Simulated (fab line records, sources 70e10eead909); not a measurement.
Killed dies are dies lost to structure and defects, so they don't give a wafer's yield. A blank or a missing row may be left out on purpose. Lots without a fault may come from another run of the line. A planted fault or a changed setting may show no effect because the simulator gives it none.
Chamber matching | flow nand_harc | NHARC_A_CHANNEL_FILL_D1_ETCHBACK_20 on rie_diel-06: 4 sister chambers
The step etches the open film in C4F8/O2/Ar, target depth 27 nm, time 13.5 s. 18 wafers are shown with their chamber, then 9 later ones without.

WAFERS WITH THEIR CHAMBER
wafer  | chamber | rf_vpp_V (V) | oes_product_au (a.u.) | bias_w (W)
L076.2 | 2       | 980          | 0.94                  | 1498
L076.3 | 0       | 986          | 0.93                  | 1497
L076.5 | 2       | 981          | 0.93                  | 1492
L078.3 | 3       | 984          | 0.93                  | 1500
L078.5 | 2       | 978          | 0.93                  | 1491
L078.6 | 1       | 987          | 0.92                  | 1500
L082.3 | 0       | 986          | 1.00                  | 1502
L082.4 | 2       | 980          | 1.00                  | 1501
L082.6 | 2       | 979          | 1.00                  | 1514
L085.1 | 1       | 987          | 0.93                  | 1497
L085.3 | 2       | 980          | 0.93                  | 1495
L085.5 | 3       | 984          | 0.93                  | 1499
L087.2 | 2       | 979          | 0.99                  | 1500
L087.3 | 0       | 985          | 0.98                  | 1495
L087.5 | 1       | 987          | 0.98                  | 1493
L089.3 | 0       | 985          | 1.00                  | 1495
L089.4 | 2       | 980          | 1.00                  | 1493
L089.5 | 2       | 978          | 0.99                  | 1502

SIGNATURES (means of the wafers above)
reading        | chamber 0 | chamber 1 | chamber 2 | chamber 3 | scatter within a chamber
rf_vpp_V       | 985.50    | 987.00    | 979.44    | 984.00    | 0.812
oes_product_au | 0.9775    | 0.9433    | 0.9678    | 0.9300    | 0.0322
bias_w         | 1497.25   | 1496.67   | 1498.44   | 1499.50   | 5.73
Rule: a wafer's distance from a chamber is the root of the sum, over the readings, of the square of ((its reading less the chamber's mean) divided by the reading's scatter). The wafer belongs to the nearest chamber; if the next one is less than 2 further off, it can't be placed. The scatter: the root of (the sum of the squares of (reading less its chamber's mean) over the shown wafers, divided by (wafers less chambers)).

WAFERS WITHOUT THEIR CHAMBER
wafer  | rf_vpp_V (V) | oes_product_au (a.u.) | bias_w (W)
L088.1 | 984          | 0.99                  | 1500
L088.3 | 985          | 1.00                  | 1506
L088.6 | 986          | 0.99                  | 1498
L091.4 | 985          | 1.00                  | 1504
L091.5 | 983          | 1.00                  | 1502
L091.6 | 979          | 0.99                  | 1496
L092.1 | 983          | 0.99                  | 1501
L092.2 | 981          | 0.98                  | 1498
L092.6 | 985          | 0.99                  | 1503

WHICH CHAMBER EACH WENT THROUGH
wafer  | from the rows above          | in truth
L088.1 | can't be placed: 3 or 0      | 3
L088.3 | can't be placed: 0 or 3 or 1 | 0
L088.6 | can't be placed: 0 or 1      | 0
L091.4 | can't be placed: 0 or 3 or 1 | 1
L091.5 | can't be placed: 3 or 0 or 2 | 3
L091.6 | 2                            | 2
L092.1 | can't be placed: 3 or 0      | 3
L092.2 | 2                            | 2
L092.6 | can't be placed: 0 or 3 or 1 | 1
Placed correctly: 2 of 9. Can't be placed from these rows: 7 (the true chamber is among the candidates in 7). Placed wrongly: 0.
